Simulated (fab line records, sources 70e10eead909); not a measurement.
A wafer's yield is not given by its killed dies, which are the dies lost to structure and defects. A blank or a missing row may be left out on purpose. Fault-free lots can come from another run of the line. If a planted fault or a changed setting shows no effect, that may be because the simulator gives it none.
Chamber matching | flow nand-harc | ald-metal-03 running NHARC_A_BLC_ALD_23: 4 sister chambers
The step deposits TiN, target thk 3 nm, pulse time 1 s, ald cycles 150. 24 wafers are shown with their chamber, then 12 later ones without.

== EACH WAFER AND ITS CHAMBER ==
wafer  | chamber | heater-power-w (W) | precursor-pulse-height-rel
L075.3 | 2       | 1077               | 1.009
L075.5 | 2       | 1073               | 0.974
L075.6 | 3       | 1187               | 0.996
L079.1 | 2       | 1064               | 1.019
L079.5 | 0       | 827                | 1.035
L079.6 | 1       | 1141               | 0.975
L078.2 | 2       | 1054               | 0.968
L078.4 | 3       | 1181               | 0.979
L078.5 | 0       | 835                | 0.986
L076.1 | 0       | 838                | 0.991
L076.2 | 1       | 1143               | 1.003
L076.5 | 0       | 876                | 1.020
L084.1 | 1       | 1178               | 0.996
L084.4 | 0       | 847                | 1.002
L084.5 | 2       | 1055               | 1.043
L086.1 | 1       | 1181               | 0.981
L086.3 | 2       | 1047               | 1.043
L086.5 | 0       | 838                | 1.010
L087.3 | 0       | 836                | 0.989
L087.5 | 1       | 1151               | 0.989
L087.6 | 2       | 1079               | 1.024
L090.3 | 2       | 1061               | 0.988
L090.4 | 3       | 1217               | 1.017
L090.5 | 3       | 1195               | 1.006

SIGNATURES (averages over the wafers above)
reading                    | chamber 0 | chamber 1 | chamber 2 | chamber 3 | scatter within a chamber
heater-power-w             | 842.43    | 1158.80   | 1063.75   | 1195.00   | 15.3
precursor-pulse-height-rel | 1.00471   | 0.98880   | 1.00850   | 0.99950   | 0.0215
Rule: for each reading, subtract the chamber's mean from the wafer's reading, divide by that reading's scatter and square the result; add these up over the readings and take the root, which gives the wafer's distance from the chamber. The wafer belongs to the nearest chamber; if the next one is less than 2 further off, it can't be placed. The scatter: the root of (the sum of the squares of (reading less its chamber's mean) over the shown wafers, divided by (wafers less chambers)).

== WAFERS MISSING THEIR CHAMBER ==
wafer  | heater-power-w (W) | precursor-pulse-height-rel
L090.1 | 1170               | 0.988
L090.2 | 809                | 1.029
L090.6 | 878                | 1.007
L092.4 | 1044               | 1.012
L092.5 | 904                | 0.987
L092.6 | 1147               | 1.000
L093.3 | 893                | 0.994
L093.4 | 1141               | 1.025
L093.5 | 1042               | 1.020
L096.2 | 1172               | 1.022
L096.3 | 1066               | 1.024
L096.4 | 1052               | 1.008

== WHICH CHAMBER EACH ONE RAN IN ==
wafer  | from the rows above     | in truth
L090.1 | can't be placed: 1 or 3 | 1
L090.2 | 0                       | 0
L090.6 | 0                       | 0
L092.4 | 2                       | 2
L092.5 | 0                       | 0
L092.6 | 1                       | 1
L093.3 | 0                       | 0
L093.4 | can't be placed: 1 or 3 | 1
L093.5 | 2                       | 2
L096.2 | can't be placed: 1 or 3 | 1
L096.3 | 2                       | 2
L096.4 | 2                       | 2
9 of 12 placed correctly. Cannot be placed on the basis of these rows: 3; the candidates contain the true chamber in 3. Placed wrongly: 0.
